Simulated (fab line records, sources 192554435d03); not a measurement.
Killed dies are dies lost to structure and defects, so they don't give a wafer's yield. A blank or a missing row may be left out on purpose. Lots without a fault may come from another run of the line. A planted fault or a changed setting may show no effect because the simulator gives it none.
Chamber matching | flow n5_finfet | N5_BEOL_M5_CVD_47 on cvd_co-02: 3 sister chambers
The step deposits Co from CCTBA/H2, target thk 3 nm, time 216 s. 14 wafers are shown with their chamber, then 7 later ones without.

WAFERS WITH THEIR CHAMBER
wafer  | chamber | run_length_s (s)
L845.2 | 2       | 238.5
L845.4 | 2       | 238.4
L845.6 | 1       | 239.9
L849.4 | 2       | 238.5
L849.5 | 1       | 240.1
L849.6 | 0       | 240.0
L848.1 | 2       | 239.0
L848.2 | 0       | 239.8
L848.6 | 1       | 240.0
L850.1 | 1       | 239.6
L850.2 | 0       | 239.9
L850.4 | 2       | 238.5
L851.1 | 2       | 239.0
L851.3 | 0       | 240.4

SIGNATURES (means of the wafers above)
reading      | chamber 0 | chamber 1 | chamber 2 | scatter within a chamber
run_length_s | 240.025   | 239.900   | 238.650   | 0.256
Rule: a wafer's distance from a chamber is the root of the sum, over the readings, of the square of ((its reading less the chamber's mean) divided by the reading's scatter). The wafer belongs to the nearest chamber; if the next one is less than 2 further off, it can't be placed. The scatter: the root of (the sum of the squares of (reading less its chamber's mean) over the shown wafers, divided by (wafers less chambers)).

WAFERS WITHOUT THEIR CHAMBER
wafer  | run_length_s (s)
L851.4 | 240.2
L853.2 | 239.3
L853.4 | 239.5
L853.5 | 240.0
L852.1 | 239.5
L852.3 | 239.2
L852.6 | 238.6

WHICH CHAMBER EACH WENT THROUGH
wafer  | from the rows above          | in truth
L851.4 | can't be placed: 0 or 1      | 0
L853.2 | can't be placed: 1 or 2 or 0 | 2
L853.4 | can't be placed: 1 or 0 or 2 | 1
L853.5 | can't be placed: 0 or 1      | 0
L852.1 | can't be placed: 1 or 0 or 2 | 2
L852.3 | can't be placed: 2 or 1 or 0 | 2
L852.6 | 2                            | 2
Placed correctly: 1 of 7. Can't be placed from these rows: 6 (the true chamber is among the candidates in 6). Placed wrongly: 0.
